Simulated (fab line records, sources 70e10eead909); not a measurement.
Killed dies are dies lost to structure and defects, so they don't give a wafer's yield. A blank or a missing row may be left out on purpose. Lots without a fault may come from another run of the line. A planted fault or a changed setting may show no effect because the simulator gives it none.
Chamber matching | flow nand_harc | NHARC_P_ZERO_WELL_DESCUM_13 on rie_diel-10: 4 sister chambers
The step chemistry O2, time 3 s. 4 wafers are shown with their chamber, then 12 later ones without.

WAFERS WITH THEIR CHAMBER
wafer  | chamber | showerhead_plenum_p_Torr (Torr)
L086.2 | 1       | 1.88
L089.1 | 3       | 2.00
L089.4 | 0       | 1.92
L089.6 | 2       | 1.81

WAFERS WITHOUT THEIR CHAMBER
wafer  | showerhead_plenum_p_Torr (Torr)
L091.4 | 1.92
L091.5 | 2.00
L091.6 | 1.82
L094.1 | 2.00
L094.2 | 1.81
L094.5 | 2.00
L096.1 | 1.92
L096.2 | 2.00
L096.6 | 2.00
L097.3 | 2.00
L097.4 | 1.92
L097.6 | 2.00

WHICH CHAMBER EACH WENT THROUGH
wafer  | from the rows above | in truth
L091.4 | 0                   | 0
L091.5 | 3                   | 3
L091.6 | 2                   | 2
L094.1 | 3                   | 3
L094.2 | 2                   | 2
L094.5 | 3                   | 3
L096.1 | 0                   | 0
L096.2 | 3                   | 3
L096.6 | 3                   | 3
L097.3 | 3                   | 3
L097.4 | 0                   | 0
L097.6 | 3                   | 3
Placed correctly: 12 of 12. Can't be placed from these rows: 0. Placed wrongly: 0.
How it was worked out, from the rows above alone: a wafer's distance from a chamber is the root of the sum, over the readings, of the square of ((its reading less the chamber's mean) divided by the reading's scatter). The wafer belongs to the nearest chamber; if the next one is less than 2 further off, it can't be placed. A chamber's mean is the mean of its shown wafers. The scatter: with one shown wafer a chamber, the root of the mean of the squares of how far each hidden wafer lies from its nearest shown one.
